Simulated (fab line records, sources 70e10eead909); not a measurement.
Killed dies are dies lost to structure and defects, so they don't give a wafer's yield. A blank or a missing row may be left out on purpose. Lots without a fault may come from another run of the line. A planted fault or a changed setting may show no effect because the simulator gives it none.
A struck lot beside a sound one | flow nand_harc | 13 steps out of a route of 1302
Sound: wafers L923.1, L923.2, L923.5. Struck: wafer L937.4. (L937.1, L937.5 of the same lot were not struck and are left out.) The cause comes at the end.
At each step with rows: each side's tool, then ch and its chambers, then its first start. Under that, the readings that differ: sound wafers | struck wafers | difference of the means | sigmas: that difference in standard deviations of wafers without a fault.
alike: readings whose means differ by less than 2 such deviations, and words and numbers that are the same on both sides. not compared: withheld readings, readings that some wafer has no value for, bounds like >300 that may hide the same value, and numbers for which the record gives no deviation and whose values overlap.
The two part at a step that has a row with sigmas, a row that says differs or no value, or rows on one side only. Numbers that don't overlap but have no deviation are shown without sigmas and don't part them. A reading that every wafer of one side lacks parts them only if that side has two wafers or more.

NHARC_A_STAIRCASE_DEP_156: deposits SiNx, target thk 50 nm.
  sound on pecvd-02 ch 1,2, day 18 17:32; struck on pecvd-02 ch 1, day 23 19:36
  reading                  | sound       | struck | difference | sigmas
  heater_power_outer_w (W) | 578 316 321 | 606    | +201       | +2
  heater_power_w (W)       | 949 519 512 | 978    | +318       | +3
then, 9 steps without rows for these wafers: NHARC_A_STAIRCASE_DEHYDRATE_158 (time 120 s); NHARC_A_STAIRCASE_HMDS_159 (time 30 s); NHARC_A_STAIRCASE_COAT_160; NHARC_A_STAIRCASE_SOFTBAKE_161 (time 170 s); NHARC_A_STAIRCASE_EBR_162; NHARC_A_STAIRCASE_EXPOSE_163 (exposes mask STAIR OPEN); NHARC_A_STAIRCASE_PEB_164 (peb time 130 s); NHARC_A_STAIRCASE_DEVELOP_165 (time 140 s); NHARC_A_STAIRCASE_HARDBAKE_167 (time 140 s).
NHARC_A_STAIRCASE_DESCUM_168: chemistry O2, time 3 s.
  sound on rie_diel-12 ch 1,2,3, day 18 18:32; struck on rie_diel-12 ch 3, day 23 20:26
  reading      | sound          | struck | difference | sigmas
  rf_vpp_V (V) | 57.2 56.2 56.2 | 58.9   | +2.4       | +3
  alike: drypump_motor_current_A, mfc_ar_sccm, o2_flow_sccm, oes_product_au, showerhead_plenum_p_Torr, throttle_valve_pct
  not compared: rf_hours_counter_h
NHARC_A_STAIRCASE_ETCH_169: etches the open film in CH3F/O2, target depth 50 nm, time 107.1 s.
  sound on rie_diel-12 ch 0,2,3, day 18 18:38; struck on rie_diel-12 ch 1, day 23 20:31
  reading            | sound             | struck | difference | sigmas
  mfc_ar_sccm (sccm) | 200.0 199.5 199.7 | 201.5  | +1.8       | +3
  run_length_s (s)   | 128.5 128.6 128.8 | 125.3  | -3.3       | -8
  alike: drypump_motor_current_A, o2_flow_sccm, oes_product_au, rf_vpp_V, showerhead_plenum_p_Torr, throttle_valve_pct
  not compared: rf_hours_counter_h
NHARC_A_STAIRCASE_ETCH_170: etches the open film in C4F6/O2, target depth 200 nm, time 66.667 s.
  sound on rie_diel-12 ch 0,3; struck on rie_diel-12 ch 1
  alike: drypump_motor_current_A, mfc_ar_sccm, o2_flow_sccm, oes_product_au, rf_vpp_V, run_length_s, showerhead_plenum_p_Torr, throttle_valve_pct
  not compared: rf_hours_counter_h

WHERE THEY PART
First at NHARC_A_STAIRCASE_DEP_156; last, within this record, at NHARC_A_STAIRCASE_ETCH_169. Later steps at which nothing parts them and some readings are alike: NHARC_A_STAIRCASE_ETCH_170.

WHY: what the simulator had put in
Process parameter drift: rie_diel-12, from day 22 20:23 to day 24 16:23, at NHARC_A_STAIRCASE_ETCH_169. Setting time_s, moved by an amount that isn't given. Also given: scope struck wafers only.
